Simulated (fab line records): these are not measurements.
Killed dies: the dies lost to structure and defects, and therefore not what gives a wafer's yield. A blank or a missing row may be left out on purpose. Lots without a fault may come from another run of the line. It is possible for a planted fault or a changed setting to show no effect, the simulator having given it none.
fab line records -- flow nand-harc
[record] lots = 15, wafers = 45, last-day = 33
route steps=1302 shown P_ZERO_WELL@67 P_STI@84 P_GATE@124
lots that met no fault: from a run of the same line without faults
start-h: hours from the record's opening day to when the first of the lot's shown wafers began -- wait-h: hours elapsed since this lot's preceding step -- " the same as in the row above -- L1.1+2: a row that stands for several wafers -- - no value present, or no start provided -- * or withheld: withheld -- < > ~ a bound
route shown NAME@n: NAME is a module with steps in the file, n the number in the route of the first one -- usual: mean/standard deviation taken from wafers without a fault -- same: alike in all rows -- chamber/n: place in a boat -- sites: each site's reading -- _std_site: the values' standard deviation -- _edge_site: inner sites' mean taken away from outer sites' mean -- radius-mm: how far each site lies from the wafer's centre -- mask NAME#n: copy n -- behind: the last tool/chamber to shape the wafer -- hold: what put the lot on hold/how long, in hours/how the hold closed -- device: the n, p or np transistor that did not switch -- end of line: tests run on the same wafers once the route is complete -- where a step has no rows: the recipe by itself -- killed: dies that structure and defects cost at the first sort, which is not the same as the wafer's yield -- map: shows each die of a wafer: x if killed, . if not, _ if none is there
set.NAME: setting as actually run; set.NAME@STEP: the setting as run at that earlier step -- model.NAME: the simulator's own value behind a step, which no gauge read
one table for each step of the route and one row for each wafer, over a sample of lots
services: the hour from which a tool's chamber was out of use, counted from the record's first day as start-h (under 0 if before that day), plus the number of hours and why
[[steps]]
[step NHARC_P_ZERO_WELL_RTA_42]
[recipe] temp-c = 1100, time-s = 300
[usual] anneal-temp-c-max = 1105.0/1.1, lamp-power-pct = 37.0/0.55, lamp_zone_7_pct = 37.4/0.55, wafer_temp_C_max = 1106.4/2.2
lot.wafer,tool,chamber,start-h,wait-h,anneal-temp-c-max,lamp-power-pct,lamp_zone_7_pct,wafer_temp_C_max
L251.1,rtp-anneal-01,0,36.96,-,1104.5,37.6,37.8,1109.6
L251.2,rtp-anneal-01,0,36.96,-,1104.1,37.5,38.0,1110.1
L251.3,rtp-anneal-01,0,36.96,-,1104.4,37.6,37.9,1106.2
L252.1,rtp-anneal-02,0,47.15,-,1107.0,36.4,36.8,1104.6
L252.4,rtp-anneal-02,0,47.15,-,1104.7,36.4,36.8,1104.7
L252.5,rtp-anneal-02,0,47.15,-,1107.4,36.4,36.7,1103.0
L254.1,rtp-anneal-02,0,66.92,-,1105.5,36.4,36.7,1103.4
L254.3,rtp-anneal-02,0,66.92,-,1108.8,36.4,36.7,1103.1
L254.5,rtp-anneal-02,0,66.92,-,1102.3,36.4,36.7,1103.5
L255.2,rtp-anneal-01,0,78.07,-,1104.5,37.5,37.9,1108.0
L255.4,rtp-anneal-01,0,78.07,-,1104.8,37.5,37.9,1107.3
L255.5,rtp-anneal-01,0,78.07,-,1104.1,37.6,37.9,1109.7
L260.3,rtp-anneal-02,0,127.15,-,1104.6,36.4,36.8,1104.4
L260.4,rtp-anneal-02,0,127.15,-,1104.8,36.4,36.7,1105.3
L260.5,rtp-anneal-02,0,127.15,-,1105.4,36.4,36.8,1105.4
L261.1,rtp-anneal-01,0,136.64,-,1103.8,37.6,37.9,1104.6
L261.5,rtp-anneal-01,0,136.64,-,1104.7,37.5,37.8,1107.9
L261.6,rtp-anneal-01,0,136.64,-,1105.6,37.5,37.9,1108.4
L262.1,rtp-anneal-02,0,146.85,-,1105.7,36.4,36.7,1103.7
L262.4,rtp-anneal-02,0,146.85,-,1105.1,36.4,36.7,1102.7
L262.5,rtp-anneal-02,0,146.85,-,1104.9,36.5,36.7,1104.8
L264.1,rtp-anneal-01,0,169.41,-,1104.6,37.5,37.8,1107.1
L264.2,rtp-anneal-01,0,169.41,-,1102.8,37.5,37.8,1111.9
L264.4,rtp-anneal-01,0,169.41,-,1106.1,37.5,37.8,1110.8
L266.1,rtp-anneal-02,0,186.91,-,1104.9,36.4,36.8,1104.1
L266.4,rtp-anneal-02,0,186.91,-,1103.2,36.5,36.7,1103.6
L266.5,rtp-anneal-02,0,186.91,-,1104.0,36.4,36.8,1103.6
L267.1,rtp-anneal-01,0,196.75,-,1105.8,37.5,37.8,1108.5
L267.4,rtp-anneal-01,0,196.75,-,1104.2,37.5,37.8,1107.9
L267.6,rtp-anneal-01,0,196.75,-,1105.0,37.5,37.8,1105.6
L268.4,rtp-anneal-02,0,207.79,-,1103.5,36.4,36.7,1103.9
L268.5,rtp-anneal-02,0,207.79,-,1106.1,36.4,36.7,1106.6
L268.6,rtp-anneal-02,0,207.79,-,1104.3,36.4,36.8,1104.7
L269.1,rtp-anneal-01,0,216.74,-,1104.3,37.6,37.8,1106.3
L269.5,rtp-anneal-01,0,216.74,-,1106.4,37.5,37.9,1107.8
L269.6,rtp-anneal-01,0,216.74,-,1105.1,37.5,37.9,1108.2
L270.1,rtp-anneal-01,0,227.21,-,1104.5,37.6,37.8,1107.2
L270.4,rtp-anneal-01,0,227.21,-,1105.0,37.5,37.8,1107.6
L270.5,rtp-anneal-01,0,227.21,-,1105.5,37.5,37.8,1109.2
L271.1,rtp-anneal-01,0,236.90,-,1106.4,37.5,37.8,1107.6
L271.2,rtp-anneal-01,0,236.90,-,1105.6,37.5,37.9,1108.7
L271.4,rtp-anneal-01,0,236.90,-,1103.9,37.5,37.9,1111.9
L272.2,rtp-anneal-01,0,247.02,-,1106.6,37.5,37.8,1110.8
L272.4,rtp-anneal-01,0,247.02,-,1105.9,37.6,37.9,1109.0
L272.6,rtp-anneal-01,0,247.02,-,1106.5,37.6,37.8,1106.6
[step NHARC_P_STI_OVL_MEAS_10]
[usual] overlay-x-nm = 1/3.8, overlay-y-nm = 1/7.9
lot.wafer,tool,chamber,start-h,wait-h,overlay-x-nm,overlay-y-nm
L251.1,overlay-01,-,54.76,-,-5,-3
L251.2,overlay-01,-,54.76,-,-4,-3
L251.3,overlay-01,-,54.76,-,-5,-3
L252.1,overlay-02,-,62.71,-,4,-19
L252.4,overlay-02,-,62.71,-,3,-20
L252.5,overlay-02,-,62.71,-,4,-20
L254.1,overlay-02,-,82.48,-,-1,2
L254.3,overlay-02,-,82.48,-,0,2
L254.5,overlay-02,-,82.48,-,0,2
L255.2,overlay-02,-,93.40,-,1,14
L255.4,overlay-02,-,93.40,-,0,15
L255.5,overlay-02,-,93.40,-,0,14
L260.3,overlay-01,-,142.83,-,-3,19
L260.4,overlay-01,-,142.83,-,-3,18
L260.5,overlay-01,-,142.83,-,-3,18
L261.1,overlay-02,-,152.67,-,4,-1
L261.5,overlay-02,-,152.67,-,4,-1
L261.6,overlay-02,-,152.67,-,4,-2
L262.1,overlay-01,-,162.12,-,5,8
L262.4,overlay-01,-,162.12,-,5,8
L262.5,overlay-01,-,162.12,-,5,8
L264.1,overlay-02,-,185.84,-,-6,6
L264.2,overlay-02,-,185.84,-,-5,6
L264.4,overlay-02,-,185.84,-,-6,6
L266.1,overlay-01,-,204.44,-,8,8
L266.4,overlay-01,-,204.44,-,8,8
L266.5,overlay-01,-,204.44,-,9,8
L267.1,overlay-01,-,212.49,-,1,2
L267.4,overlay-01,-,212.49,-,0,2
L267.6,overlay-01,-,212.49,-,0,2
L268.4,overlay-01,-,226.49,-,-3,2
L268.5,overlay-01,-,226.49,-,-3,2
L268.6,overlay-01,-,226.49,-,-4,2
L269.1,overlay-02,-,235.80,-,3,8
L269.5,overlay-02,-,235.80,-,3,8
L269.6,overlay-02,-,235.80,-,3,7
L270.1,overlay-01,-,246.83,-,1,-3
L270.4,overlay-01,-,246.83,-,1,-2
L270.5,overlay-01,-,246.83,-,2,-3
L271.1,overlay-01,-,252.90,-,5,-2
L271.2,overlay-01,-,252.90,-,5,-1
L271.4,overlay-01,-,252.90,-,5,-2
L272.2,overlay-02,-,262.44,-,5,-14
L272.4,overlay-02,-,262.44,-,5,-13
L272.6,overlay-02,-,262.44,-,6,-13
[step NHARC_P_STI_ETCH_31]
[recipe] target-depth-a = 1089, time-s = 54.5, cf4-flow-sccm = 100, chf3-flow-sccm = 30, ar-flow-sccm = 0, rf-w = 500, bias-w = 200, chemistry = CF4/CHF3
[usual] bias-w = 199.9/0.54, cf4-flow-sccm = 100.0/0.33, drypump-motor-current-A = 5.8/0.42, oes-product-au = 0.961/0.016, rf-vpp-V = 370.2/1.8, showerhead-plenum-p-Torr = 1.56/0.049, throttle-valve-pct = 16.802/0.0086
lot.wafer,tool,chamber,start-h,wait-h,bias-w,cf4-flow-sccm,drypump-motor-current-A,oes-product-au,rf-hours-counter-h,rf-vpp-V,showerhead-plenum-p-Torr,throttle-valve-pct
L251.2,rie-diel-09,3,55.10,-,199.7,99.9,6.4,0.962,3,368.4,1.48,16.812
L251.3,rie-diel-09,1,55.10,-,199.9,99.9,5.7,0.984,4,369.6,1.53,16.811
L251.1,rie-diel-09,2,55.10,-,199.6,99.9,5.2,0.994,4,369.1,1.52,16.807
L252.1,rie-diel-08,3,63.04,-,199.6,99.6,5.6,0.974,2,369.0,1.55,16.794
L252.4,rie-diel-08,0,63.04,-,199.2,100.2,5.1,0.957,2,373.2,1.60,16.806
L252.5,rie-diel-08,3,63.04,-,199.3,100.0,5.6,0.971,-,370.5,1.55,16.799
L254.1,rie-diel-09,0,82.82,-,199.6,99.8,6.4,0.965,5,372.4,1.63,16.794
L254.3,rie-diel-09,1,82.82,-,199.3,100.1,5.8,0.975,5,367.7,1.53,16.812
L254.5,rie-diel-09,3,82.82,-,200.0,99.9,6.5,0.959,-,366.5,1.48,16.811
L255.4,rie-diel-08,1,93.75,-,199.5,100.0,5.7,0.968,2,367.6,1.48,16.793
L255.2,rie-diel-08,2,93.75,-,198.8,100.0,6.0,0.962,4,370.5,1.58,16.812
L255.5,rie-diel-08,0,93.75,-,199.9,99.7,5.0,0.951,-,372.3,1.60,16.804
L260.3,rie-diel-08,2,143.21,-,-,-,-,-,-,-,-,-
L260.5,rie-diel-08,3,143.21,-,-,-,-,-,-,-,-,-
L260.4,rie-diel-08,1,143.21,-,-,-,-,-,-,-,-,-
L261.1,rie-diel-08,2,153.04,-,-,-,-,-,-,-,-,-
L261.5,rie-diel-08,2,153.04,-,-,-,-,-,-,-,-,-
L261.6,rie-diel-08,3,153.04,-,-,-,-,-,-,-,-,-
L262.1,rie-diel-09,1,162.50,-,-,-,-,-,-,-,-,-
L262.4,rie-diel-09,2,162.50,-,-,-,-,-,-,-,-,-
L262.5,rie-diel-09,1,162.50,-,-,-,-,-,-,-,-,-
L264.2,rie-diel-08,3,186.21,-,199.4,100.2,5.6,0.960,10,369.3,1.54,16.795
L264.1,rie-diel-08,1,186.21,-,200.1,99.9,5.7,0.961,9,367.0,1.47,16.793
L264.4,rie-diel-08,2,186.21,-,199.1,99.4,6.0,0.961,-,371.9,1.58,16.788
L266.4,rie-diel-08,2,204.78,-,200.3,100.2,6.0,0.970,0,371.2,1.58,16.802
L266.1,rie-diel-08,1,204.78,-,201.0,99.9,5.7,0.964,0,369.0,1.47,16.817
L266.5,rie-diel-08,3,204.78,-,199.3,99.9,5.6,0.984,-,369.2,1.54,16.809
L267.1,rie-diel-08,3,212.84,-,199.7,99.8,5.6,0.995,1,370.8,1.54,16.801
L267.4,rie-diel-08,0,212.84,-,200.4,100.2,5.1,0.965,1,371.5,1.60,16.801
L267.6,rie-diel-08,1,212.84,-,199.9,100.2,5.7,0.966,-,367.3,1.47,16.805
L268.4,rie-diel-08,0,226.83,-,200.4,100.3,5.0,0.934,2,371.6,1.60,16.790
L268.6,rie-diel-08,3,226.83,-,200.0,100.1,5.6,0.921,-,371.0,1.54,16.803
L268.5,rie-diel-08,0,226.83,-,200.2,100.4,5.0,0.925,-,371.6,1.60,16.786
L269.1,rie-diel-11,0,236.16,-,199.6,99.9,6.4,0.922,13,371.0,1.59,16.809
L269.6,rie-diel-11,2,236.16,-,199.2,99.9,5.8,0.924,-,368.7,1.54,16.809
L269.5,rie-diel-11,3,236.16,-,199.9,100.7,5.9,0.930,-,371.6,1.63,16.809
L270.1,rie-diel-08,2,247.18,-,200.5,100.3,6.0,0.957,3,370.1,1.58,16.821
L270.4,rie-diel-08,3,247.18,-,200.8,101.0,5.6,0.964,4,370.2,1.54,16.799
L270.5,rie-diel-08,2,247.18,-,200.7,99.9,6.0,0.956,-,371.2,1.58,16.805
L271.4,rie-diel-08,3,253.24,-,199.7,99.6,5.6,0.958,4,371.4,1.54,16.810
L271.2,rie-diel-08,0,253.24,-,199.9,99.5,5.1,0.962,4,370.8,1.60,16.804
L271.1,rie-diel-08,1,253.24,-,199.2,100.6,5.7,0.964,3,366.9,1.47,16.799
L272.4,rie-diel-09,0,262.79,-,200.3,99.9,6.4,0.972,3,373.2,1.63,16.811
L272.2,rie-diel-09,1,262.79,-,200.5,100.2,5.8,0.975,5,370.6,1.53,16.815
L272.6,rie-diel-09,3,262.79,-,200.3,99.8,6.5,0.966,-,367.6,1.48,16.796
[step NHARC_P_GATE_DESCUM_13]
[recipe] time-s = 3, o2-flow-sccm = 200, ar-flow-sccm = 0, bias-power-w = 0, chemistry = O2
[usual] drypump-motor-current-A = 5.6/0.31, oes-product-au = 1.001/0.0074, rf-vpp-V = 57.9/0.81, showerhead-plenum-p-Torr = 1.95/0.077, throttle-valve-pct = 11.311/0.0094
lot.wafer,tool,chamber,start-h,wait-h,drypump-motor-current-A,oes-product-au,rf-hours-counter-h,rf-vpp-V,showerhead-plenum-p-Torr,throttle-valve-pct
L251.2,rie-diel-12,0,89.27,-,5.3,1.004,7,57.8,1.99,11.301
L251.1,rie-diel-12,1,89.27,-,6.1,0.991,8,58.5,1.95,11.316
L251.3,rie-diel-12,3,89.27,-,5.3,0.998,7,60.1,2.04,11.309
L252.1,rie-diel-10,0,97.36,-,5.9,1.002,0,57.9,1.96,11.324
L252.4,rie-diel-10,3,97.36,-,5.6,0.996,0,56.8,1.81,11.324
L252.5,rie-diel-10,0,97.36,-,6.0,0.997,-,56.9,1.96,11.304
L254.3,rie-diel-12,3,118.95,-,5.3,1.009,1,58.2,2.03,11.298
L254.1,rie-diel-12,0,118.95,-,5.3,1.002,0,58.7,1.99,11.303
L254.5,rie-diel-12,3,118.95,-,5.3,1.007,-,57.4,2.03,11.317
L255.4,rie-diel-02,1,129.03,-,5.6,1.004,6,58.1,1.98,11.323
L255.2,rie-diel-02,3,129.03,-,5.2,1.005,6,58.0,2.01,11.308
L255.5,rie-diel-02,1,129.03,-,5.6,1.008,-,58.0,1.98,11.308
L264.2,rie-diel-02,3,229.08,-,5.1,1.000,0,58.3,2.01,11.292
L264.1,rie-diel-02,0,229.08,-,5.5,1.000,0,58.4,2.00,11.327
L264.4,rie-diel-02,2,229.08,-,5.9,0.987,0,58.1,1.79,11.316
L266.4,rie-diel-10,1,241.27,-,5.9,0.995,10,56.9,1.85,11.314
L266.1,rie-diel-10,3,241.27,-,5.6,1.003,8,57.9,1.81,11.297
L266.5,rie-diel-10,2,241.27,-,5.3,0.997,-,56.6,1.91,11.296
L267.4,rie-diel-12,2,250.42,-,5.4,0.999,7,58.0,1.97,11.320
L267.1,rie-diel-12,3,250.42,-,5.3,1.008,9,57.5,2.03,11.309
L267.6,rie-diel-12,3,250.42,-,5.3,1.000,-,59.5,2.03,11.315
L268.4,rie-diel-02,3,267.54,-,5.1,1.009,3,58.4,2.01,11.313
L268.5,rie-diel-02,2,267.54,-,5.9,1.010,-,57.0,1.79,11.294
L268.6,rie-diel-02,3,267.54,-,5.2,1.005,-,57.0,2.01,11.303
L269.1,rie-diel-12,1,267.61,-,6.1,1.007,9,58.8,1.94,11.300
L269.6,rie-diel-12,2,267.61,-,5.4,1.005,-,56.9,1.97,11.324
L269.5,rie-diel-12,3,267.61,-,5.3,1.003,-,58.6,2.03,11.298
L270.1,rie-diel-12,1,288.94,-,6.1,0.994,0,57.2,1.94,11.322
L270.4,rie-diel-12,3,288.94,-,5.3,0.998,1,57.9,2.03,11.311
L270.5,rie-diel-12,1,288.94,-,6.1,0.984,-,58.2,1.94,11.311
L271.1,rie-diel-12,0,293.41,-,5.3,1.009,1,57.8,1.99,11.309
L271.2,rie-diel-12,2,293.41,-,5.4,1.011,1,58.7,1.97,11.324
L271.4,rie-diel-12,3,293.41,-,5.3,1.005,1,58.7,2.03,11.315
L272.2,rie-diel-12,3,308.10,-,5.3,1.006,1,57.7,2.03,11.310
L272.4,rie-diel-12,1,308.10,-,6.1,1.006,1,57.1,1.94,11.321
L272.6,rie-diel-12,3,308.10,-,5.3,1.012,-,59.0,2.03,11.319
[[services]]
tool,chamber,start-h,hours,kind
rie-diel-08,-,13.80,9.0,pm
rie-diel-08,1,36.13,18.0,repair
rie-diel-02,-,39.70,9.0,pm
rie-diel-09,-,47.12,6.4,repair
rie-diel-12,2,74.02,5.3,repair
rie-diel-08,3,78.03,8.1,repair
rie-diel-09,3,89.55,2.9,repair
rie-diel-12,-,91.46,9.0,pm
rie-diel-12,0,104.03,7.6,repair
rie-diel-09,2,127.64,3.1,repair
rie-diel-08,1,128.85,6.0,repair
rie-diel-09,2,137.26,3.3,repair
rie-diel-08,0,141.73,14.4,repair
rie-diel-09,-,143.10,9.0,pm
rie-diel-09,-,165.66,52.8,repair
rie-diel-12,3,182.55,2.5,repair
rie-diel-08,0,183.57,11.3,repair
rie-diel-08,-,190.80,9.0,pm
rie-diel-12,1,195.26,6.4,repair
rie-diel-09,3,233.93,11.8,repair
rie-diel-09,0,236.61,15.8,repair
rie-diel-12,-,268.46,9.0,pm
rie-diel-09,-,271.89,1.1,repair
rtp-anneal-01,-,290.06,0.6,repair
[[key]]
[first-sign] step = NHARC_P_STI_ETCH_31, reading = tool-record, direction = missing
effect none on later readings
met-at NHARC_P_STI_ETCH_31
struck-lots L260,L261,L262
later-rows-left-out L260.3,L260.4,L260.5,L261.1,L261.5,L261.6,L262.1,L262.4,L262.5
sort-left-out L260.3,L260.4,L260.5,L261.1,L261.5,L261.6,L262.1,L262.4,L262.5
tester-left-out L260,L261,L262
not-acting-at NHARC_P_ZERO_WELL_RTA_42,NHARC_P_STI_OVL_MEAS_10,NHARC_P_GATE_DESCUM_13
onset-between 93.75 143.21
[fault] kind = skipped-step-whole, tool = rie-diel-08,rie-diel-09, chamber = -, onset-h = 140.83, steps = NHARC_P_STI_ETCH_31, scope = struck-lots-only
// tester-left-out: of these lots the tester's yield and bins aren't shown, on N5 and GAA mostly nor the transistor test; their killed dies are dies lost to structure and defects alone, not to doping, threshold or leakage, so they don't give the yield
// sort-left-out: the simulated sort isn't trusted on such a fault, so these wafers' sort isn't shown, and their yield isn't known
// later-rows-left-out: the simulator's readings of these wafers behind a module that went badly wrong aren't trusted and aren't shown, but for the sort
